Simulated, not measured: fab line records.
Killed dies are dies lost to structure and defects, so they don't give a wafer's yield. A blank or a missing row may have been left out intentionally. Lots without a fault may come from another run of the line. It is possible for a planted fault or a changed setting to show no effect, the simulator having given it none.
Chamber matching ; flow nand_harc ; 4 sister chambers for NHARC_A_CHANNEL_HOLE_D2_ETCH_44 on rie_diel-08
The step etches the open film in CF4/O2, target depth 140 nm, overetch 14 nm, time 77 s. 4 wafers are shown with their chamber, then 10 later ones without.

## WAFERS, EACH WITH ITS CHAMBER
wafer;chamber;drypump_motor_current_A (A)
L830.3;0;5.6
L832.6;1;5.7
L835.3;3;6.7
L835.5;2;6.0

## WAFERS MISSING THEIR CHAMBER
wafer;drypump_motor_current_A (A)
L835.6;6.7
L837.3;5.8
L837.4;5.6
L837.6;6.0
L845.1;5.8
L845.2;6.0
L845.3;6.7
L846.1;6.7
L846.5;5.7
L846.6;6.7

## EACH ONE'S CHAMBER
wafer;from the rows above;in truth
L835.6;3;3
L837.3;1;1
L837.4;0;0
L837.6;2;2
L845.1;1;1
L845.2;2;2
L845.3;3;3
L846.1;3;3
L846.5;1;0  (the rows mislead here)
L846.6;3;3
9 of 10 placed correctly. Not placeable from these rows: 0. Number placed wrongly: 1.
How it was worked out, from the rows above alone: a wafer's distance from a chamber is the root of the sum, over the readings, of the square of ((its reading less the chamber's mean) divided by the reading's scatter). The wafer belongs to the nearest chamber; if the next one is less than 2 further off, it can't be placed. For every chamber, the mean is computed from those of its wafers that are shown. The scatter: with one shown wafer a chamber, the root of the mean of the squares of how far each hidden wafer lies from its nearest shown one.
